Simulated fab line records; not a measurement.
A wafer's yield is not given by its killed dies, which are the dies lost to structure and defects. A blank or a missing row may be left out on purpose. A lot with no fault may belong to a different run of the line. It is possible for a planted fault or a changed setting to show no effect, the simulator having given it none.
What tool caused it? | flow nand-harc | 12 lots with 36 wafers sampled at 5 steps, on a route of 1302 steps

== WHAT THE GAUGES SHOWED, per wafer ==
NHARC_END_SORT_01. Usual: killed-at-array 54, standard deviation 21; killed-at-other 1.0, standard deviation 1.2; killed-at-periphery 3.6, standard deviation 2.6; killed-dies 58, standard deviation 20; killed-open 3.3, standard deviation 1.9; killed-short 2.6, standard deviation 1.5.
lot  | measured     | on        | killed-at-array | killed-at-other | killed-at-periphery | killed-dies | killed-open | killed-short | flag
L299 | day 28 12:41 | prober-02 | 671 673 667     | 0 0 0           | 6 4 10              | 677 677 677 | 4 2 1       | 2 3 3        | OFF
L300 | day 29 15:25 | prober-02 | 674 668 671     | 0 1 0           | 3 8 6               | 677 677 677 | 3 2 6       | 0 3 5        | OFF

== TOOL THAT RAN EACH LOT (tool first, then ch and the chambers of the sampled wafers, then the start) ==
lot  | NHARC_A_STAIRCASE_ETCH_188         | NHARC_A_STAIRCASE_ETCH_190                    | NHARC_A_STAIRCASE_TRIM_191                    | NHARC_A_STAIRCASE_ETCH_192
L288 | rie-diel-07 ch 0,1, day 15 19:23   | rie-diel-07 ch 1,2,3, no start                | rie-diel-07 ch 0,1, no start                  | rie-diel-07 ch 0,2,3, no start
L289 | rie-diel-03 ch 1,2,3, day 16 19:38 | rie-diel-03 ch 0,1,3, no start                | rie-diel-03 ch 0,2, no start                  | rie-diel-03 ch 0,2, no start
L292 | rie-diel-07 ch 0,2,3, day 17 16:27 | rie-diel-07 ch 0,1,2, no start                | rie-diel-07 ch 0,1,3, no start                | rie-diel-07 ch 1,2,3, no start
L294 | rie-diel-03 ch 1,2,3, day 17 22:35 | rie-diel-03 ch 0,2,3, no start                | rie-diel-03 ch 1,2,3, no start                | rie-diel-03 ch 0,1,2, no start
L295 | rie-diel-07 ch 1,2,3, day 18 20:21 | rie-diel-07 ch 1,3, no start                  | rie-diel-07 ch 0,1,3, no start                | rie-diel-07 ch 0,2,3, no start
L298 | rie-diel-01 ch 0,2, day 20 02:42   | rie-diel-01 ch 1,2, no start                  | rie-diel-01 ch 1,2, no start                  | rie-diel-01 ch 0,3, no start
L297 | rie-diel-01 ch 0,1,2, day 20 03:49 | rie-diel-01 ch 0,1, no start                  | rie-diel-01 ch 2,3, no start                  | rie-diel-01 ch 0,2, no start
L299 | rie-diel-01 ch 0,1,2, day 20 07:52 | rie-diel-01 ch 0,2,3, day 28 12:41 or earlier | rie-diel-01 ch 0,2,3, day 28 12:41 or earlier | rie-diel-01 ch 1,2,3, day 28 12:41 or earlier
L300 | rie-diel-01 ch 0,1,2, day 20 21:55 | rie-diel-01 ch 0,2,3, day 29 15:25 or earlier | rie-diel-01 ch 1,2,3, day 29 15:25 or earlier | rie-diel-01 ch 0,2,3, day 29 15:25 or earlier
L302 | rie-diel-07 ch 0,2, day 21 22:28   | rie-diel-07 ch 0,2,3, no start                | rie-diel-07 ch 1,2,3, no start                | rie-diel-07 ch 0,1,3, no start
L309 | rie-diel-03 ch 2,3, day 24 15:19   | rie-diel-03 ch 1,3, no start                  | rie-diel-03 ch 0,2, no start                  | rie-diel-03 ch 0,2,3, no start
L311 | rie-diel-01 ch 0,3, day 25 03:38   | rie-diel-01 ch 1,2,3, no start                | rie-diel-01 ch 0,1, no start                  | rie-diel-01 ch 0,1,3, no start
- NHARC_A_STAIRCASE_ETCH_188: etches the open film in C4F8/O2, target depth 100 nm, time 40.5 s.
- NHARC_A_STAIRCASE_ETCH_190: etches the open film in C4F8/O2, target depth 100 nm, time 40.5 s.
- NHARC_A_STAIRCASE_TRIM_191: chemistry O2, time 211.2 s.
- NHARC_A_STAIRCASE_ETCH_192: etches the open film in C4F8/O2, target depth 100 nm, time 40.5 s.

== WHAT THE TOOLS THEMSELVES READ (means of the sampled wafers that have a number; where no wafer has one, the mark that the record gives instead) ==
NHARC_A_STAIRCASE_ETCH_188. Usual: oes-product-au 0.943 a.u., standard deviation 0.014; rf-fwd-power-W 592 W, standard deviation 3; rf-vpp-V 895 V, standard deviation 4.4.
lot  | tool        | oes-product-au (a.u.) | rf-fwd-power-W (W) | rf-vpp-V (V) | flag
L288 | rie-diel-07 | 0.932                 | 587                | 895          |
L289 | rie-diel-03 | 0.945                 | 593                | 899          |
L292 | rie-diel-07 | 0.935                 | 593                | 896          |
L294 | rie-diel-03 | 0.946                 | 596                | 899          |
L295 | rie-diel-07 | 0.941                 | 593                | 895          |
L298 | rie-diel-01 | 0.949                 | 590                | 894          |
L297 | rie-diel-01 | 0.930                 | 593                | 893          |
L299 | rie-diel-01 | 1.166                 | 831                | 894          | OFF
L300 | rie-diel-01 | 1.181                 | 833                | 893          | OFF
L302 | rie-diel-07 | 0.935                 | 592                | 888          |
L309 | rie-diel-03 | 0.923                 | 593                | 901          |
L311 | rie-diel-01 | 0.949                 | 589                | 896          |

NHARC_A_STAIRCASE_ETCH_190. Usual: oes-product-au 0.942 a.u., standard deviation 0.012; rf-fwd-power-W 592 W, standard deviation 3.2; rf-vpp-V 896 V, standard deviation 4.2.
lot  | tool        | oes-product-au (a.u.) | rf-fwd-power-W (W) | rf-vpp-V (V) | flag
L288 | rie-diel-07 | 0.954                 | 592                | 895          |
L289 | rie-diel-03 | 0.946                 | 592                | 897          |
L292 | rie-diel-07 | 0.931                 | 590                | 894          |
L294 | rie-diel-03 | 0.953                 | 595                | 899          |
L295 | rie-diel-07 | 0.939                 | 588                | 897          |
L298 | rie-diel-01 | 0.958                 | 592                | 890          |
L297 | rie-diel-01 | 0.936                 | 591                | 894          |
L299 | rie-diel-01 | 0.931                 | 589                | 895          |
L300 | rie-diel-01 | 0.945                 | 590                | 894          |
L302 | rie-diel-07 | 0.934                 | 593                | 894          |
L309 | rie-diel-03 | 0.934                 | 594                | 898          |
L311 | rie-diel-01 | 0.950                 | 591                | 892          |

NHARC_A_STAIRCASE_TRIM_191. Usual: drypump-motor-current-A 6.0 A, standard deviation 0.37; oes-product-au 1.000 a.u., standard deviation 0.0096; rf-vpp-V 57.7 V, standard deviation 0.91; showerhead-plenum-p-Torr 3.51 Torr, standard deviation 0.11; throttle-valve-pct 17.037 %, standard deviation 0.0097.
lot  | tool        | drypump-motor-current-A (A) | oes-product-au (a.u.) | rf-vpp-V (V) | showerhead-plenum-p-Torr (Torr) | throttle-valve-pct (%) | flag
L288 | rie-diel-07 | 5.4                         | 0.990                 | 59.0         | 3.50                            | 17.038                 |
L289 | rie-diel-03 | 6.0                         | 1.006                 | 57.4         | 3.58                            | 17.044                 |
L292 | rie-diel-07 | 5.7                         | 0.995                 | 58.8         | 3.55                            | 17.034                 |
L294 | rie-diel-03 | 6.2                         | 0.999                 | 57.8         | 3.62                            | 17.029                 |
L295 | rie-diel-07 | 5.7                         | 0.993                 | 58.0         | 3.55                            | 17.032                 |
L298 | rie-diel-01 | 6.3                         | 1.001                 | 57.9         | 3.42                            | 17.035                 |
L297 | rie-diel-01 | 6.2                         | 1.007                 | 57.5         | 3.45                            | 17.038                 |
L299 | rie-diel-01 | 6.1                         | 1.000                 | 58.7         | 3.49                            | 17.034                 |
L300 | rie-diel-01 | 6.3                         | 1.009                 | 56.6         | 3.45                            | 17.037                 |
L302 | rie-diel-07 | 5.8                         | 1.001                 | 58.0         | 3.48                            | 17.043                 |
L309 | rie-diel-03 | 6.1                         | 1.002                 | 58.2         | 3.54                            | 17.035                 |
L311 | rie-diel-01 | 6.0                         | 0.999                 | 57.3         | 3.47                            | 17.048                 |

NHARC_A_STAIRCASE_ETCH_192. Usual: oes-product-au 0.943 a.u., standard deviation 0.013; rf-fwd-power-W 592.0 W, standard deviation 2.9; rf-vpp-V 896 V, standard deviation 4.4.
lot  | tool        | oes-product-au (a.u.) | rf-fwd-power-W (W) | rf-vpp-V (V) | flag
L288 | rie-diel-07 | 0.946                 | 591.7              | 896          |
L289 | rie-diel-03 | 0.951                 | 593.7              | 901          |
L292 | rie-diel-07 | 0.929                 | 591.4              | 895          |
L294 | rie-diel-03 | 0.953                 | 592.7              | 898          |
L295 | rie-diel-07 | 0.949                 | 594.0              | 895          |
L298 | rie-diel-01 | 0.955                 | 589.7              | 896          |
L297 | rie-diel-01 | 0.932                 | 592.0              | 894          |
L299 | rie-diel-01 | 0.942                 | 590.2              | 892          |
L300 | rie-diel-01 | 0.953                 | 590.7              | 895          |
L302 | rie-diel-07 | 0.928                 | 590.6              | 896          |
L309 | rie-diel-03 | 0.950                 | 594.4              | 898          |
L311 | rie-diel-01 | 0.954                 | 591.4              | 894          |

== THE ANSWER, worked out from the rows above alone ==
Rule: a lot counts as off when the mean over its wafers that have a number is more than 3 standard deviations away from the usual mean. A lot without any number at a reading at which 4 lots or more have one is off too. Where the step has rows for the other lots, those lots are counted as sound. Order of review: gauges by route order, followed by the tools' own readings, for which a lot's mean as printed above is used. At the first step where some lot is off, the reading lying furthest off is the one used; lots without a number count as furthest.
Off at NHARC_END_SORT_01 (killed-dies): L299, L300. Neither off nor sound, because the step has no rows for them: L288, L289, L292, L294, L295, L298, L297, L302, L309, L311.
A tool fits if, at a process step before that reading, it ran every lot that is off, and no sound lot after the first of them. The gauges at NHARC_END_SORT_01 aren't tried: what is off there is off at NHARC_A_STAIRCASE_ETCH_188 too, on other tools, and a gauge's error can't cause that. NHARC_A_STAIRCASE_ETCH_190: start missing for some lots; hours and lot order therefore follow NHARC_END_SORT_01. NHARC_A_STAIRCASE_TRIM_191: start missing for some lots; hours and lot order therefore follow NHARC_END_SORT_01. NHARC_A_STAIRCASE_ETCH_192: start missing for some lots; hours and lot order therefore follow NHARC_END_SORT_01. One fits: NHARC_A_STAIRCASE_ETCH_188 and NHARC_A_STAIRCASE_ETCH_190 and NHARC_A_STAIRCASE_TRIM_191 and NHARC_A_STAIRCASE_ETCH_192 on rie-diel-01. It ran no sound lot before its first lot that is off in this sample, so the start can't be narrowed down.

== WHAT WAS PUT IN BY THE SIMULATOR ==
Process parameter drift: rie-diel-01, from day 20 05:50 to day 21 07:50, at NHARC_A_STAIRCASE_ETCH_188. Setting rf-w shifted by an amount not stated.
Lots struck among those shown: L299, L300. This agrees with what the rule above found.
